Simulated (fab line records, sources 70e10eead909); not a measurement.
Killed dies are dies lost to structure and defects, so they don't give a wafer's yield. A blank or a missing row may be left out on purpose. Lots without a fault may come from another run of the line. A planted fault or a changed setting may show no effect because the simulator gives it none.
Chamber matching | flow nand_harc | NHARC_A_BONDPAD_ETCH_34 on rie_diel-03: 4 sister chambers
The step etches the open film in N2/H2, target depth 60 nm, overetch 18 nm, time 65.91 s. 14 wafers are shown with their chamber, then 7 later ones without.

WAFERS WITH THEIR CHAMBER
wafer  | chamber | showerhead_plenum_p_Torr (Torr) | rf_vpp_V (V) | oes_product_au (a.u.)
L275.2 | 0       | 2.00                            | 429.9        | 0.988
L275.3 | 1       | 2.08                            | 432.1        | 0.996
L275.6 | 2       | 1.95                            | 428.5        | 1.010
L279.1 | 2       | 1.95                            | 427.8        | 0.994
L279.4 | 1       | 2.08                            | 432.5        | 0.991
L279.6 | 2       | 1.95                            | 428.5        | 1.000
L282.2 | 1       | 2.08                            | 431.3        | 0.999
L282.5 | 1       | 2.07                            | 429.3        | 0.992
L282.6 | 0       | 2.00                            | 429.5        | 0.987
L292.3 | 2       | 1.95                            | 429.0        | 0.997
L292.4 | 0       | 2.00                            | 428.7        | 0.995
L292.6 | 1       | 2.07                            | 430.7        | 1.006
L293.1 | 3       | 2.08                            | 431.5        | 1.003
L293.3 | 0       | 2.00                            | 431.5        | 0.988

SIGNATURES (means of the wafers above)
reading                  | chamber 0 | chamber 1 | chamber 2 | chamber 3 | scatter within a chamber
showerhead_plenum_p_Torr | 2.0000    | 2.0760    | 1.9500    | 2.0800    | 0.00346
rf_vpp_V                 | 429.900   | 431.180   | 428.450   | 431.500   | 1.06
oes_product_au           | 0.98950   | 0.99680   | 1.00025   | 1.00300   | 0.00577
Rule: a wafer's distance from a chamber is the root of the sum, over the readings, of the square of ((its reading less the chamber's mean) divided by the reading's scatter). The wafer belongs to the nearest chamber; if the next one is less than 2 further off, it can't be placed. The scatter: the root of (the sum of the squares of (reading less its chamber's mean) over the shown wafers, divided by (wafers less chambers)).

WAFERS WITHOUT THEIR CHAMBER
wafer  | showerhead_plenum_p_Torr (Torr) | rf_vpp_V (V) | oes_product_au (a.u.)
L293.6 | 2.08                            | 430.8        | 1.003
L297.1 | 2.00                            | 430.1        | 0.987
L297.2 | 1.95                            | 428.2        | 1.000
L297.3 | 2.07                            | 433.1        | 1.003
L298.2 | 2.00                            | 432.0        | 0.988
L298.3 | 1.95                            | 427.3        | 0.997
L298.5 | 1.95                            | 428.3        | 1.008

WHICH CHAMBER EACH WENT THROUGH
wafer  | from the rows above     | in truth
L293.6 | can't be placed: 3 or 1 | 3
L297.1 | 0                       | 0
L297.2 | 2                       | 2
L297.3 | can't be placed: 1 or 3 | 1
L298.2 | 0                       | 0
L298.3 | 2                       | 2
L298.5 | 2                       | 2
Placed correctly: 5 of 7. Can't be placed from these rows: 2 (the true chamber is among the candidates in 2). Placed wrongly: 0.
